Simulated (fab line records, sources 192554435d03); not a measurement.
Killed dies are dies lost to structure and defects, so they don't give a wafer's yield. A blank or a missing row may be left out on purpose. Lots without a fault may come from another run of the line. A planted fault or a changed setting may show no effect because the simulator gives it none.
A struck lot beside a sound one | flow n5_finfet | 37 steps out of a route of 1938
Sound: wafers L982.2, L982.3, L982.5. Struck: wafer L978.6. (L978.3, L978.5 of the same lot were not struck and are left out.) The cause comes at the end.
At each step with rows: each side's tool, then ch and its chambers, then its first start. Under that, the readings that differ: sound wafers | struck wafers | difference of the means | sigmas: that difference in standard deviations of wafers without a fault.
alike: readings whose means differ by less than 2 such deviations, and words and numbers that are the same on both sides. not compared: withheld readings, readings that some wafer has no value for, bounds like >300 that may hide the same value, and numbers for which the record gives no deviation and whose values overlap.
The two part at a step that has a row with sigmas, a row that says differs or no value, or rows on one side only. Numbers that don't overlap but have no deviation are shown without sigmas and don't part them. A reading that every wafer of one side lacks parts them only if that side has two wafers or more.

first, 12 steps without rows for these wafers: N5_GATE_CUT_STRIP_38 (strips in N2/H2); N5_GATE_CUT_STRIP_39 (strips in N2/H2); N5_GATE_CUT_HM_OPEN_40 (chemistry C4F6/O2, target SiO2, target depth 139 nm, time 85.1 s); N5_GATE_CUT_STRIP_41 (strips in CF4); N5_GATE_CUT_STRIP_42 (strips in O2); N5_GATE_CUT_ETCH_19 (etches SiNx in CH3F/O2, target depth 53.7 nm, time 76.7 s); N5_GATE_CUT_CUT_ETCH_53 (etches W in SF6/Cl2, target depth 79.2 nm); N5_GATE_CUT_CUT_ETCH_54 (etches TiN in Cl2/BCl3, target depth 96.7 nm); N5_GATE_CUT_CUT_ETCH_55 (etches HfO2 in BCl3, target depth 3.2 nm); N5_GATE_CUT_ETCH_47 (etches SiO2 in Cl2/BCl3, target depth 10 nm); N5_GATE_CUT_VAPOR_ETCH_48 (etches TiN in BCl3/Cl2); N5_GATE_CUT_VAPOR_ETCH_49 (etches TiAlC in BCl3/Cl2).
N5_GATE_CUT_VAPOR_ETCH_51: etches HfO2 in BCl3/Cl2.
  sound on rie_metal-02 ch 0,1, day 6 18:05; struck on rie_metal-03 ch 0, day 5 17:09
  alike: drypump_motor_current_A, oes_product_au
then, 23 steps without rows for these wafers: N5_GATE_CUT_STRIP_21 (strips in N2/H2, time 30 s); N5_GATE_CUT_STRIP_29 (strips in post etch residue remover, time 60 s); N5_GATE_CUT_SRD_52 (time 30 s); N5_GATE_CUT_ALD_22 (deposits SiNx, target thk 16 nm, pulse time 1 s, ald cycles 320); N5_GATE_CUT_CMP_23 (polishes, stops on SiO2, t overpolish 23.4 s, target thk 16 nm); N5_GATE_CUT_CMP_43 (polishes SiO2); N5_GATE_CUT_CMP_61 (polishes, stops on SiNx, t overpolish 3 s); N5_MOL_CONTACT_COAG_COAT_103 (time 60 s, resist thk 80 nm); N5_MOL_CONTACT_COAG_COAT_104 (time 60 s, resist thk 12 nm); N5_MOL_CONTACT_COAG_COAT_58 (time 60 s, resist thk 10 nm); N5_MOL_CONTACT_COAG_COAT_02 (resist thk 30 nm); N5_MOL_CONTACT_COAG_EBR_04; N5_MOL_CONTACT_COAG_SOFTBAKE_03 (time 60 s); N5_MOL_CONTACT_COAG_EXPOSE_05 (exposes mask CA, defocus 0 nm); N5_MOL_CONTACT_COAG_PEB_06 (peb time 60 s); N5_MOL_CONTACT_COAG_DEVELOP_07 (develop time 30 s); N5_MOL_CONTACT_COAG_DESCUM_13 (chemistry O2, time 7 s); N5_MOL_CONTACT_COAG_ETCH_59 (etches underlayer in N2/H2, target depth 13 nm, time 10.4 s); N5_MOL_CONTACT_COAG_ETCH_105 (etches SiARC in CF4, target depth 15.6 nm, time 26 s); N5_MOL_CONTACT_COAG_ETCH_106 (etches SOC in N2/H2, target depth 80 nm, overetch 16 nm, time 120 s); N5_MOL_CONTACT_COAG_STRIP_107 (strips in N2/H2); N5_MOL_CONTACT_COAG_STRIP_108 (strips in N2/H2); N5_MOL_CONTACT_COAG_CONTACT_ETCH_14 (etches SiO2 in C4F6/O2, target depth 27.5 nm, overetch 8.5 nm, time 20 s).
-- the record jumps here: 7 days lie between the struck wafers' starts before and after (it left off in module MOL_CONTACT_COAG and takes up again in module PASSIVATION, whose first step shown is number 1936 of the route) --
N5_PASSIVATION_PROBE_49:
  the record has rows for the struck wafers here (prober-02, day 12 23:06) and none for the sound ones

WHERE THEY PART
Only at N5_PASSIVATION_PROBE_49, within this record.

WHY: what the simulator had put in
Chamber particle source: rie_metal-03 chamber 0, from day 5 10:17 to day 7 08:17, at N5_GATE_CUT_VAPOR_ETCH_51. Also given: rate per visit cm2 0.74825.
